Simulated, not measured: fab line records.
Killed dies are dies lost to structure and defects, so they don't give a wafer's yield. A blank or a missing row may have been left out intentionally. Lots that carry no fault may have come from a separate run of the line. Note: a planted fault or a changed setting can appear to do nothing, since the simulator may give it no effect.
fab line records | flow n5Finfet
record: lots: 7 wafers: 21
route steps=1938 shown BEOL_M13@1659 BEOL_M14@1742 BEOL_M15@1800
startH: the number of hours between the record's first day and the start of the first shown wafer of the lot | waitH: how many hours have passed since the lot's step before this one | " as in the row above | L1.1+2: several wafers, shown together as one row | - either no value or no given start | * or withheld: withheld | < > ~ a bound
route shown NAME@n: names a module that has steps shown in the file, with the first one's number in the route | usual: average and standard deviation across the fault-free wafers | same: alike in all rows | chamber/n: place in a boat | sites: per-site readings | _std_site: how widely they spread, as a standard deviation | _edge_site: mean of outer sites minus mean of inner sites | radiusMm: how far each site lies from the wafer's centre | mask NAME#n: copy n | behind: the tool/chamber that last shaped the wafer | hold: why the lot went on hold/how many hours it stayed there/how the hold came to an end | device: whichever transistor did not switch (one of n, p or np) | end of line: the route-end tests of the same wafers | where a step has no rows: the recipe by itself | killed: dies lost to structure and defects at the first sort, not the wafer's yield | map: dies across one wafer; x = killed, . = not, _ = none there
set.NAME: the setting as run; set.NAME@STEP: as run at that earlier step | model.NAME: the simulator's own value behind a step, which no gauge read
lots whose settings were changed on purpose; a table a step, a row a wafer
== steps ==
step: N5_BEOL_M13_ILD_DEP_00
recipe: material: SiOC targetThkA: 8379.2 tempC: 350 precursor: DEMS/O2 pressureTorr: 5 rfW: 500 timeS: 166.4
columns lot.wafer tool chamber startH waitH set.timeS model.SiOC_of_BEOL_M13_ILD_DEP_00.thkNm
L074.2 pecvd-01 2 253.68 0.0 166.4 832.2
L074.4 " 2 " " 150.1 754
L074.6 " 1 " " 150.1 759.8
L075.1 pecvd-03 2 259.73 0.0 166.4 849.6
L075.3 " 0 " " 157.9 798.2
L075.4 " 1 " " 157.9 810
L076.1 pecvd-02 2 267.92 0.0 166.4 825.6
L076.2 " 0 " " 166.4 830.8
L076.3 " 1 " " 166.4 830.4
L078.1 pecvd-03 2 294.44 0.0 166.4 825.8
L078.5 " 2 " " 156 795.6
L078.6 " 1 " " 166.4 834
L083.3 pecvd-01 1 343.07 0.0 166.4 839.8
L083.5 " 2 " " 166.4 840.8
L083.6 " 0 " " 166.4 850.4
L088.2 pecvd-01 2 347.46 0.0 142.3 716.6
L088.3 " 1 " " 166.4 835
L088.4 " 1 " " 166.4 841.8
L090.1 pecvd-02 0 356.47 0.0 166.4 830.6
L090.3 " 1 " " 166.4 834.4
L090.4 " 0 " " 166.4 845.6
step: N5_BEOL_M13_THK_MEAS_01
recipe: reads: SiOC_of_BEOL_M13_ILD_DEP_00
usual: M13_ILD_THK: 839/9.6
columns lot.wafer tool chamber startH waitH set.timeS@BEOL_M13_ILD_DEP_00 M13_ILD_THK[nm]
L074.2 filmMetro-01 - 253.83 0.1 166.4 832
L074.4 " - " " 150.1 754
L074.6 " - " " 150.1 760
L075.1 filmMetro-01 - 259.89 0.1 166.4 850
L075.3 " - " " 157.9 799
L075.4 " - " " 157.9 809
L076.1 filmMetro-02 - 268.07 0.1 166.4 825
L076.2 " - " " 166.4 832
L076.3 " - " " 166.4 831
L078.1 filmMetro-01 - 294.59 0.1 166.4 826
L078.5 " - " " 156 796
L078.6 " - " " 166.4 834
L083.3 filmMetro-02 - 343.22 0.1 166.4 839
L083.5 " - " " 166.4 841
L083.6 " - " " 166.4 850
L088.2 filmMetro-02 - 347.62 0.1 142.3 717
L088.3 " - " " 166.4 836
L088.4 " - " " 166.4 842
L090.1 filmMetro-02 - 356.62 0.1 166.4 831
L090.3 " - " " 166.4 834
L090.4 " - " " 166.4 845
step: N5_BEOL_M13_COAT_58
recipe: resist: BARC tempC: 205 timeS: 60 spinRpm: 1500 resistThkNm: 89
step: N5_BEOL_M13_COAT_04
recipe: spinRpm: 1625 resistThkNm: 400
step: N5_BEOL_M13_DESCUM_15
recipe: chemistry: O2 timeS: 7.9 sourcePowerW: 50 biasPowerW: 20 pressureMtorr: 20 rfFrequencyHz: 2.712e+07 tempC: 40 o2FlowSccm: 225
step: N5_BEOL_M13_ETCH_59
recipe: chemistry: N2/H2 target: BARC targetDepthA: 890 overetchA: 267 timeS: 67.9 ionEnergyEv: 200 pressureMtorr: 30 sourceW: 840 biasW: 150 n2FlowSccm: 200 h2FlowSccm: 200
step: N5_BEOL_M13_VIA_ETCH_16
recipe: chemistry: C4F8/O2/Ar target: SiOC pressureMtorr: 30 sourceW: 3000 biasW: 700 Ar_flow_sccm: 400 C4F8_flow_sccm: 15 O2_flow_sccm: 8 heInnerTorr: 15 heOuterTorr: 30 targetDepthA: 9217 timeS: withheld ionEnergyEv: 250 ends: cleared
columns lot.wafer tool chamber startH waitH set.timeS@BEOL_M13_ILD_DEP_00 model.etch.depthNm model.coat_of_BEOL_M13_COAT_04.thkNm
L074.2 rieDiel-06 1 254.43 0.0 * 832.3 70.6
L074.4 " 0 " " * 753.9 95.4
L074.6 " 0 " " * 759.7 91.8
L075.1 rieDiel-03 3 260.36 0.0 * 849.6 67.2
L075.3 " 0 " " * 798.3 82.2
L075.4 " 2 " " * 810.1 80.2
L076.1 rieDiel-01 0 268.54 0.0 * 825.6 74.2
L076.2 " 2 " " * 830.9 74.6
L076.3 " 3 " " * 830.5 72.8
L078.1 rieDiel-03 2 295.06 0.0 * 825.8 78.2
L078.5 " 2 " " * 795.7 85.4
L078.6 " 3 " " * 833.9 73
L083.3 rieDiel-01 0 343.73 0.0 * 839.8 67.2
L083.5 " 2 " " * 840.7 69.2
L083.6 " 3 " " * 850.4 65
L088.2 rieDiel-03 3 348.09 0.0 * 716.7 105.8
L088.3 " 1 " " * 835 72.4
L088.4 " 1 " " * 841.9 70.6
L090.1 rieDiel-03 1 357.28 0.0 * 830.6 70.4
L090.3 " 2 " " * 834.4 72.2
L090.4 " 1 " " * 845.5 68.6
step: N5_BEOL_M13_STRIP_63
recipe: chemistry: N2/H2 powerW: 1000 tempC: 250 h2Frac: 0.65 overashFraction: 0.3 pressureMtorr: 1000 n2FlowSccm: 1750 h2FlowSccm: 3250
usual: stripTimeToEndpointS: 27.7/0.94
columns lot.wafer tool chamber startH waitH set.timeS@BEOL_M13_ILD_DEP_00 stripTimeToEndpointS
L074.2 plasmaAsher-01 1 254.67 - 166.4 27.8
L074.4 " 0 " " 150.1 35.0
L074.6 " 0 " " 150.1 33.9
L075.1 plasmaAsher-02 1 260.60 - 166.4 26.8
L075.3 " 0 " " 157.9 31.2
L075.4 " 1 " " 157.9 30.6
L076.1 plasmaAsher-01 0 268.78 - 166.4 28.9
L076.2 " 1 " " 166.4 29.0
L076.3 " 1 " " 166.4 28.5
L078.1 plasmaAsher-01 1 295.30 - 166.4 30.1
L078.5 " 1 " " 156 32.1
L078.6 " 0 " " 166.4 28.5
L083.3 plasmaAsher-01 0 343.99 - 166.4 26.8
L083.5 " 0 " " 166.4 27.4
L083.6 " 1 " " 166.4 26.2
L088.2 plasmaAsher-02 1 348.33 - 142.3 37.8
L088.3 " 0 " " 166.4 28.4
L088.4 " 1 " " 166.4 27.8
L090.1 plasmaAsher-01 1 357.51 - 166.4 27.8
L090.3 " 0 " " 166.4 28.3
L090.4 " 1 " " 166.4 27.2
step: N5_BEOL_M13_STRIP_64
recipe: chemistry: N2/H2 powerW: 1000 tempC: 250 h2Frac: 0.65 overashFraction: 0.3 pressureMtorr: withheld n2FlowSccm: 1750 h2FlowSccm: 3250
step: N5_BEOL_M13_STRIP_71
recipe: chemistry: postEtchResidueRemover timeS: 60 tempC: 25 removerPh: withheld removerWaterWtPct: withheld removerFluorideWtPct: withheld
step: N5_BEOL_M13_STRIP_37
recipe: chemistry: N2/H2 powerW: 1000 tempC: 250 h2Frac: 0.65 overashFraction: 0.3 pressureMtorr: withheld n2FlowSccm: 1750 h2FlowSccm: 3250
step: N5_BEOL_M13_ETCH_38
recipe: chemistry: CF4/N2 target: SiCN targetDepthA: 675 taperDeg: 2 timeS: 71.9 ionEnergyEv: 150 maskMaterial: SiO2 pressureMtorr: 40 sourceW: 430 biasW: 70 Ar_flow_sccm: 100 cf4FlowSccm: 60 n2FlowSccm: 60
columns lot.wafer tool chamber startH waitH set.timeS@BEOL_M13_ILD_DEP_00 model.SiOC_of_BEOL_M13_ILD_DEP_00.thkNm
L074.2 rieDiel-06 1 257.67 - 166.4 783
L074.4 " 2 " " 150.1 705.8
L074.6 " 2 " " 150.1 711.8
L075.1 rieDiel-06 3 262.11 - 166.4 801.6
L075.3 " 2 " " 157.9 748.8
L075.4 " 1 " " 157.9 760
L076.1 rieDiel-06 3 270.92 - 166.4 777.4
L076.2 " 1 " " 166.4 781
L076.3 " 0 " " 166.4 780.6
L078.1 rieDiel-06 3 296.75 - 166.4 778.2
L078.5 " 1 " " 156 746.4
L078.6 " 0 " " 166.4 785
L083.3 rieDiel-06 0 345.43 - 166.4 791
L083.5 " 0 " " 166.4 791.4
L083.6 " 1 " " 166.4 801.2
L088.2 rieDiel-01 3 351.60 - 142.3 668.2
L088.3 " 1 " " 166.4 784.8
L088.4 " 2 " " 166.4 793.6
L090.1 rieDiel-06 0 359.59 - 166.4 781.2
L090.3 " 3 " " 166.4 786.4
L090.4 " 2 " " 166.4 797
step: N5_BEOL_M14_EXPOSE_25
recipe: maskId: M14 na: 0.8 sourceShape: annular sigmaInner: 0.5 sigmaOuter: 0.8 polarization: unpolarized targetCdNm: 280 doseMj: 26.6
columns lot.wafer tool chamber startH waitH mask set.doseMj
L074.2+4+6 krfScanner-01 0 260.95 - M14#0 26.6
L075.1+4 krfScanner-02 0 265.58 - M14#0 26.08
L075.3 " 0 " " M14#0 26.6
L076.1+2 krfScanner-02 0 274.01 - M14#0 26.6
L076.3 " 0 " " M14#0 25.14
L078.1+5+6 krfScanner-02 0 299.71 - M14#0 26.6
L083.3+5+6 krfScanner-01 0 348.57 - M14#0 26.6
L088.2+4 krfScanner-02 0 355.98 - M14#0 25.67
L088.3 " 0 " " M14#0 26.6
L090.1 krfScanner-01 0 364.48 - M14#0 28.23
L090.3+4 " 0 " " M14#0 26.6
step: N5_BEOL_M14_PEB_26
recipe: pebTempC: 130 pebTimeS: 90
columns lot.wafer tool chamber startH waitH set.pebTempC
L074.2+4 lithoTrack-05 0 261.00 0.0 130
L074.6 " 0 " " 129
L075.1+3+4 lithoTrack-01 0 265.63 0.1 130
L076.1+2+3 lithoTrack-03 0 274.06 0.1 130
L078.1+5+6 lithoTrack-03 0 299.77 0.1 130
L083.3+5+6 lithoTrack-01 0 348.61 0.0 130
L088.2 lithoTrack-03 0 356.03 0.0 130
L088.3+4 " 0 " " 131.5
L090.1+3 lithoTrack-05 0 364.54 0.1 130
L090.4 " 0 " " 131.1
step: N5_BEOL_M14_DEVELOP_27
recipe: developTimeS: 45 rinseLiquid: diw dry: airSpin devTempC: 21
step: N5_BEOL_M14_HARDBAKE_32
recipe: tempC: 130 timeS: 120
step: N5_BEOL_M14_CD_MEAS_28
recipe: targetCdNm: 284.4 landingEnergyEv: 500 detector: seInlens
usual: cdNm: 284.9/1.6
columns lot.wafer tool chamber startH waitH set.doseMj@BEOL_M14_EXPOSE_25 set.pebTempC@BEOL_M14_PEB_26 cdNm
L074.2 cdSem-02 0 261.12 - 26.6 130 284.4
L074.4 " 0 " " 26.6 130 284.0
L074.6 " 0 " " 26.6 129 278.1
L075.1 cdSem-01 0 265.75 - 26.08 130 280.1
L075.3 " 0 " " 26.6 130 282.6
L075.4 " 0 " " 26.08 130 280.9
L076.1 cdSem-01 0 274.18 - 26.6 130 285.6
L076.2 " 0 " " 26.6 130 284.1
L076.3 " 0 " " 25.14 130 275.9
L078.1 cdSem-03 0 299.88 - 26.6 130 286.0
L078.5 " 0 " " 26.6 130 286.3
L078.6 " 0 " " 26.6 130 285.2
L083.3 cdSem-01 0 348.73 - 26.6 130 284.8
L083.5 " 0 " " 26.6 130 286.0
L083.6 " 0 " " 26.6 130 284.8
L088.2 cdSem-02 0 356.15 - 25.67 130 281.7
L088.3 " 0 " " 26.6 131.5 293.3
L088.4 " 0 " " 25.67 131.5 287.5
L090.1 cdSem-03 0 364.65 - 28.23 130 295.8
L090.3 " 0 " " 26.6 130 285.5
L090.4 " 0 " " 26.6 131.1 289.8
step: N5_BEOL_M14_DESCUM_33
recipe: chemistry: O2 timeS: 7.9 sourcePowerW: 50 biasPowerW: 20 pressureMtorr: 20 rfFrequencyHz: 2.712e+07 tempC: 40 o2FlowSccm: 225
columns lot.wafer tool chamber startH waitH set.doseMj@BEOL_M14_EXPOSE_25 set.pebTempC@BEOL_M14_PEB_26 model.BEOL_M14.cdNm
L074.2+4 rieDiel-04 3,1 261.20 0.0 26.6 130 284.4
L074.6 " 0 " " 26.6 129 278.4
L075.1 rieDiel-04 3 265.98 0.2 26.08 130 280.4
L075.3 " 0 " " 26.6 130 283
L075.4 " 1 " " 26.08 130 280.8
L076.1 rieDiel-05 2 274.27 0.0 26.6 130 285.6
L076.2 " 3 " " 26.6 130 284
L076.3 " 1 " " 25.14 130 275.6
L078.1 rieDiel-05 3 300.01 0.0 26.6 130 286.4
L078.5 " 3 " " 26.6 130 286.2
L078.6 " 2 " " 26.6 130 285.4
L083.3 rieDiel-05 2 348.85 0.1 26.6 130 284.8
L083.5 " 2 " " 26.6 130 285.8
L083.6 " 1 " " 26.6 130 285
L088.2 rieDiel-05 0 356.23 0.0 25.67 130 281.6
L088.3 " 3 " " 26.6 131.5 293.4
L088.4 " 2 " " 25.67 131.5 288
L090.1 rieDiel-02 2 364.74 0.0 28.23 130 295.4
L090.3 " 3 " " 26.6 130 285.4
L090.4 " 3 " " 26.6 131.1 289.8
step: N5_BEOL_M14_ETCH_67
recipe: chemistry: CF4 target: SiARC targetDepthA: 1430 timeS: 238.3 ionEnergyEv: 80 pressureMtorr: 40 sourceW: 545 biasW: 36 Ar_flow_sccm: 100 cf4FlowSccm: 100 ends: cleared
columns lot.wafer tool chamber startH waitH set.doseMj@BEOL_M14_EXPOSE_25 set.pebTempC@BEOL_M14_PEB_26 model.BEOL_M14.cdNm
L074.2 rieDiel-04 3 261.24 0.0 26.6 130 279.8
L074.4 " 1 " " 26.6 130 279.6
L074.6 " 0 " " 26.6 129 274
L075.1 rieDiel-04 3 266.01 0.0 26.08 130 276.2
L075.3 " 0 " " 26.6 130 278.8
L075.4 " 1 " " 26.08 130 276.4
L076.1 rieDiel-05 2 274.30 0.0 26.6 130 281.4
L076.2 " 3 " " 26.6 130 279.2
L076.3 " 1 " " 25.14 130 270.6
L078.1+5 rieDiel-05 3 300.04 0.0 26.6 130 282
L078.6 " 2 " " 26.6 130 281.6
L083.3 rieDiel-05 2 348.88 0.0 26.6 130 280
L083.5 " 2 " " 26.6 130 281.2
L083.6 " 1 " " 26.6 130 280.2
L088.2 rieDiel-05 0 356.27 0.0 25.67 130 277.2
L088.3 " 3 " " 26.6 131.5 288.6
L088.4 " 2 " " 25.67 131.5 283.6
L090.1 rieDiel-02 2 364.78 0.0 28.23 130 290.4
L090.3 " 3 " " 26.6 130 280.6
L090.4 " 3 " " 26.6 131.1 284.8
step: N5_BEOL_M15_EXPOSE_25
recipe: maskId: M15 na: 0.8 sourceShape: annular sigmaInner: 0.5 sigmaOuter: 0.8 polarization: unpolarized targetCdNm: 400 doseMj: 35.5
columns lot.wafer tool chamber startH waitH mask set.doseMj
L074.2+6 krfScanner-02 0 267.39 - M15#0 35.5
L074.4 " 0 " " M15#0 33.77
L075.1+3+4 krfScanner-02 0 271.11 - M15#0 35.5
L076.1+3 krfScanner-01 0 278.58 - M15#0 32.84
L076.2 " 0 " " M15#0 35.5
L078.1+5+6 krfScanner-02 0 306.14 - M15#0 34.22
L083.3+5+6 krfScanner-01 0 356.05 - M15#0 35.5
L088.2 krfScanner-01 0 363.75 - M15#0 35.5
L088.3+4 " 0 " " M15#0 34.23
L090.1+3 krfScanner-01 0 372.02 - M15#0 35.5
L090.4 " 0 " " M15#0 36.92
== key ==
split: step: N5_BEOL_M13_ILD_DEP_00 setting: timeS stated: 166.4 by: wafer
response: step: N5_BEOL_M13_ILD_DEP_00 reading: model.SiOC_of_BEOL_M13_ILD_DEP_00.thkNm change: +7.95 per: 1% r: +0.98
response: step: N5_BEOL_M13_THK_MEAS_01 reading: M13_ILD_THK change: +7.92 per: 1% r: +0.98
response: step: N5_BEOL_M13_VIA_ETCH_16 reading: model.etch.depthNm change: +7.95 per: 1% r: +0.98
response: step: N5_BEOL_M13_VIA_ETCH_16 reading: model.coat_of_BEOL_M13_COAT_04.thkNm change: -2.3 per: 1% r: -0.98
response: step: N5_BEOL_M13_STRIP_63 reading: stripTimeToEndpointS change: * per: 1% r: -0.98
response: step: N5_BEOL_M13_ETCH_38 reading: model.SiOC_of_BEOL_M13_ILD_DEP_00.thkNm change: +7.93 per: 1% r: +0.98
split: step: N5_BEOL_M14_EXPOSE_25 setting: doseMj stated: 26.6 by: wafer
response: step: N5_BEOL_M14_CD_MEAS_28 reading: cdNm slope: +1.63 per: 1% togetherWith: pebTempC@BEOL_M14_PEB_26 explained: 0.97
response: step: N5_BEOL_M14_DESCUM_33 reading: model.BEOL_M14.cdNm slope: +1.63 per: 1% togetherWith: pebTempC@BEOL_M14_PEB_26 explained: 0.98
response: step: N5_BEOL_M14_ETCH_67 reading: model.BEOL_M14.cdNm slope: +1.64 per: 1% togetherWith: pebTempC@BEOL_M14_PEB_26 explained: 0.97
split: step: N5_BEOL_M14_PEB_26 setting: pebTempC stated: 130 by: wafer
response: step: N5_BEOL_M14_CD_MEAS_28 reading: cdNm slope: +5.68 per: 1% togetherWith: doseMj@BEOL_M14_EXPOSE_25 explained: 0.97
response: step: N5_BEOL_M14_DESCUM_33 reading: model.BEOL_M14.cdNm slope: +5.89 per: 1% togetherWith: doseMj@BEOL_M14_EXPOSE_25 explained: 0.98
response: step: N5_BEOL_M14_ETCH_67 reading: model.BEOL_M14.cdNm slope: +5.69 per: 1% togetherWith: doseMj@BEOL_M14_EXPOSE_25 explained: 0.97
split: step: N5_BEOL_M15_EXPOSE_25 setting: doseMj stated: 35.5 by: wafer
response none in this file
